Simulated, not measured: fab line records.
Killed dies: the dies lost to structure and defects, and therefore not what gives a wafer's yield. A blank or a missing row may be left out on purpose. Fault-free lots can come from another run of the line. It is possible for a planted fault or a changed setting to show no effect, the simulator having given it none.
The tool behind it: which one? | flow nandHarc | 12 lots with 36 wafers sampled at 6 steps, on a route of 1302 steps

== WHAT EACH GAUGE READ, for each wafer ==
NHARC_P_STI_INSPECT_11. Usual: rawDefectCount 5.4, standard deviation 2.7.
lot  | measured     | on               | rawDefectCount | flag
L599 | day 4 00:59  | defectInspect-02 | 3 2 4          | 
L600 | day 4 14:53  | defectInspect-01 | 3 5 5          | 
L602 | day 5 16:04  | defectInspect-02 | 3 7 6          | 
L605 | day 6 15:30  | defectInspect-01 | 6 5 6          | 
L606 | day 6 22:32  | defectInspect-02 | 0 10 7         | 
L608 | day 7 20:13  | defectInspect-02 | 6 6 2          | 
L609 | day 8 06:07  | defectInspect-01 | 6 5 4          | 
L610 | day 8 16:17  | defectInspect-02 | 2 5 11         | 
L611 | day 9 02:25  | defectInspect-02 | 4 3 11         | 
L614 | day 10 06:23 | defectInspect-02 | 12 8 8         | 
L619 | day 12 05:14 | defectInspect-01 | 2 2 6          | 
L618 | day 12 05:17 | defectInspect-02 | 5 7 3          | 

NHARC_P_GATE_CD_MEAS_26 targets a cd of 120 nm. Usual: cdNm 119.9 nm, standard deviation 0.56.
lot  | measured     | on       | cdNm (nm)         | flag
L599 | day 6 02:11  | cdSem-03 | 120.3 120.2 120.1 | 
L600 | day 6 20:58  | cdSem-02 | 119.5 120.6 120.6 | 
L602 | day 7 21:56  | cdSem-03 | 118.9 118.9 119.3 | 
L605 | day 8 21:28  | cdSem-03 | 120.8 120.9 120.9 | 
L606 | day 9 02:04  | cdSem-02 | 119.3 119.0 119.3 | 
L608 | day 9 22:56  | cdSem-03 | 125.8 125.3 125.7 | OFF
L609 | day 11 01:08 | cdSem-01 | 120.2 119.7 120.0 | 
L610 | day 11 00:22 | cdSem-02 | 125.9 125.7 126.5 | OFF
L611 | day 11 08:23 | cdSem-01 | 119.9 119.9 120.3 | 
L614 | day 12 11:16 | cdSem-01 | 119.4 119.1 119.5 | 
L619 | day 14 11:01 | cdSem-02 | 119.7 119.8 119.2 | 
L618 | day 14 11:22 | cdSem-03 | 119.5 121.0 120.6 | 

NHARC_END_SORT_01. Usual: killedAtArray 50, standard deviation 16; killedAtOther 0.8, standard deviation 1; killedAtPeriphery 4, standard deviation 3.1; killedDies 54, standard deviation 16; killedOpen 3.2, standard deviation 2; killedShort 2.5, standard deviation 1.6.
lot  | measured     | on        | killedAtArray | killedAtOther | killedAtPeriphery | killedDies | killedOpen | killedShort | flag
L608 | day 29 11:25 | prober-01 | 57 74 66      | 1 0 1         | 2 2 4             | 60 76 71   | 3 3 3      | 5 2 3       | 

== WHAT TOOL EACH LOT RAN ON (gives the tool, then ch and the chambers of the sampled wafers, and finally the start) ==
lot  | NHARC_P_GATE_EXPOSE_23            | NHARC_P_GATE_ETCH_104             | NHARC_P_GATE_ALD_36
L599 | arfiScanner-03 ch 0, day 6 02:02  | rieDiel-06 ch 0,1,3, day 6 02:27  | aldSin-03 ch 0,1,2, day 6 03:38
L600 | arfiScanner-01 ch 0, day 6 20:50  | rieDiel-02 ch 0,3, day 6 21:15    | aldSin-02 ch 1,3, day 6 22:25
L602 | arfiScanner-02 ch 0, day 7 21:48  | rieDiel-11 ch 0,2, day 7 22:13    | aldSin-02 ch 0,1,3, day 8 00:46
L605 | arfiScanner-01 ch 0, day 8 21:19  | rieDiel-11 ch 0,2,3, day 8 21:44  | aldSin-03 ch 0,1,3, day 8 22:53
L606 | arfiScanner-02 ch 0, day 9 01:55  | rieDiel-06 ch 0,1,2, day 9 02:20  | aldSin-02 ch 1,2, day 9 04:34
L608 | arfiScanner-02 ch 0, day 9 22:48  | rieDiel-06 ch 0,1, day 9 23:13    | aldSin-03 ch 0,1, day 10 01:28
L609 | arfiScanner-03 ch 0, day 11 01:00 | rieDiel-02 ch 0,1,2, day 11 01:25 | aldSin-01 ch 0,1,2, day 11 02:35
L610 | arfiScanner-02 ch 0, day 11 00:14 | rieDiel-02 ch 0,1,2, day 11 00:39 | aldSin-02 ch 0,1,3, day 11 05:03
L611 | arfiScanner-01 ch 0, day 11 08:15 | rieDiel-02 ch 0,1,3, day 11 08:39 | aldSin-03 ch 0,1,3, day 11 09:54
L614 | arfiScanner-01 ch 0, day 12 11:08 | rieDiel-11 ch 1,3, day 12 11:33   | aldSin-03 ch 0,2, day 12 13:51
L619 | arfiScanner-01 ch 0, day 14 10:53 | rieDiel-06 ch 0,3, day 14 11:17   | aldSin-02 ch 1,2, day 14 16:44
L618 | arfiScanner-03 ch 0, day 14 11:13 | rieDiel-11 ch 1,2, day 14 11:37   | aldSin-01 ch 0,1,2, day 14 13:58
- NHARC_P_GATE_EXPOSE_23: exposes mask P GATE, target cd 120 nm.
- NHARC_P_GATE_ETCH_104: etches the open film in CF4/CHF3, target depth 60 nm.
- NHARC_P_GATE_ALD_36: deposits SiNx, target thk 20 nm, pulse time 60 s, ald cycles 223.

== AS READ BY THE TOOLS THEMSELVES (means over the sampled wafers that have a number; for cases with no such wafer, the mark the record gives instead) ==
NHARC_P_GATE_EXPOSE_23. Usual: exposureDoseMJCm2 93.90, standard deviation 0.1; stageVelMmS 499.97 mm/s, standard deviation 0.24.
lot  | tool           | exposureDoseMJCm2 | stageVelMmS (mm/s) | flag
L599 | arfiScanner-03 | 93.88             | 499.67             | 
L600 | arfiScanner-01 | 93.92             | 499.95             | 
L602 | arfiScanner-02 | 93.93             | 499.97             | 
L605 | arfiScanner-01 | 93.82             | 500.00             | 
L606 | arfiScanner-02 | 94.02             | 499.70             | 
L608 | arfiScanner-02 | 85.18             | 499.82             | OFF
L609 | arfiScanner-03 | 93.72             | 499.97             | 
L610 | arfiScanner-02 | 85.18             | 500.06             | OFF
L611 | arfiScanner-01 | 93.88             | 500.09             | 
L614 | arfiScanner-01 | 93.85             | 500.13             | 
L619 | arfiScanner-01 | 93.96             | 500.11             | 
L618 | arfiScanner-03 | 93.95             | 500.10             | 

NHARC_P_GATE_ETCH_104. Usual: drypumpMotorCurrentA 5.7 A, standard deviation 0.41; oesProductAu 0.950 a.u., standard deviation 0.023; rfVppV 370.1 V, standard deviation 2; showerheadPlenumPTorr 1.56 Torr, standard deviation 0.052; throttleValvePct 16.802 %, standard deviation 0.0093.
lot  | tool       | drypumpMotorCurrentA (A) | oesProductAu (a.u.) | rfVppV (V) | showerheadPlenumPTorr (Torr) | throttleValvePct (%) | flag
L599 | rieDiel-06 | 5.6                      | 0.968               | 370.2      | 1.58                         | 16.795               | 
L600 | rieDiel-02 | 6.1                      | 0.921               | 368.6      | 1.51                         | 16.798               | 
L602 | rieDiel-11 | 6.0                      | 0.929               | 371.6      | 1.59                         | 16.796               | 
L605 | rieDiel-11 | 5.9                      | 0.923               | 371.4      | 1.58                         | 16.804               | 
L606 | rieDiel-06 | 5.7                      | 0.922               | 370.2      | 1.55                         | 16.798               | 
L608 | rieDiel-06 | 5.5                      | 0.953               | 370.1      | 1.55                         | 16.795               | 
L609 | rieDiel-02 | 5.5                      | 0.974               | 370.0      | 1.53                         | 16.803               | 
L610 | rieDiel-02 | 5.5                      | 0.967               | 369.6      | 1.53                         | 16.807               | 
L611 | rieDiel-02 | 6.0                      | 0.958               | 369.3      | 1.54                         | 16.811               | 
L614 | rieDiel-11 | 5.5                      | 0.947               | 370.4      | 1.57                         | 16.798               | 
L619 | rieDiel-06 | 5.5                      | 0.980               | 370.2      | 1.55                         | 16.797               | 
L618 | rieDiel-11 | 5.9                      | 0.937               | 370.8      | 1.60                         | 16.806               | 

NHARC_P_GATE_ALD_36. Usual: heaterPowerW 836 W, standard deviation 110; precursorPulseHeightRel 1.002, standard deviation 0.022.
lot  | tool      | heaterPowerW (W) | precursorPulseHeightRel | flag
L599 | aldSin-03 | 832              | 1.007                   | 
L600 | aldSin-02 | 835              | 0.987                   | 
L602 | aldSin-02 | 787              | 1.001                   | 
L605 | aldSin-03 | 972              | 1.002                   | 
L606 | aldSin-02 | 829              | 0.999                   | 
L608 | aldSin-03 | 970              | 0.987                   | 
L609 | aldSin-01 | 834              | 0.989                   | 
L610 | aldSin-02 | 766              | 1.005                   | 
L611 | aldSin-03 | 969              | 0.986                   | 
L614 | aldSin-03 | 773              | 0.986                   | 
L619 | aldSin-02 | 809              | 0.986                   | 
L618 | aldSin-01 | 827              | 1.015                   | 

== THE ANSWER, worked out from the rows above alone ==
Rule: a lot is off if the mean of its wafers that have a number lies more than 3 standard deviations from the usual mean. Also off: a lot with no number at a reading for which 4 or more lots have one. Any other lot the step has rows for is counted as sound. The gauges are gone through in route order, then the tools' own readings, and for those a lot's mean is taken as printed above. At the first step where some lot is off, the reading lying furthest off is the one used; lots without a number count as furthest.
Off: L608, L610 (NHARC_P_GATE_CD_MEAS_26, cdNm).
A tool fits if, at a process step before that reading, it ran every lot that is off, and no sound lot after the first of them. The gauges at NHARC_P_GATE_CD_MEAS_26 aren't tried: what is off there is off at NHARC_P_GATE_EXPOSE_23 too, on other tools, and a gauge's error can't cause that. One fits: NHARC_P_GATE_EXPOSE_23 on arfiScanner-02. A fault onset in the window from L606 (day 9 01:55, its last sound lot) to L608 (day 9 22:48, its first lot off) fits.
On the lots that are off, the tool's own readings at NHARC_P_GATE_EXPOSE_23 differ by more than 5 times the standard deviation of the sound lots' means, which bears it out; exposureDoseMJCm2 reads 85.18 there versus 93.89 on the sound lots.

== WHAT THE SIMULATOR HAD INSERTED ==
Process parameters drifting: arfiScanner-02 at NHARC_P_GATE_EXPOSE_23, beginning at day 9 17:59. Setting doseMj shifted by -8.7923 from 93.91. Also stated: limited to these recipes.
Struck lots among those shown: L608, L610. The rule above found the same.
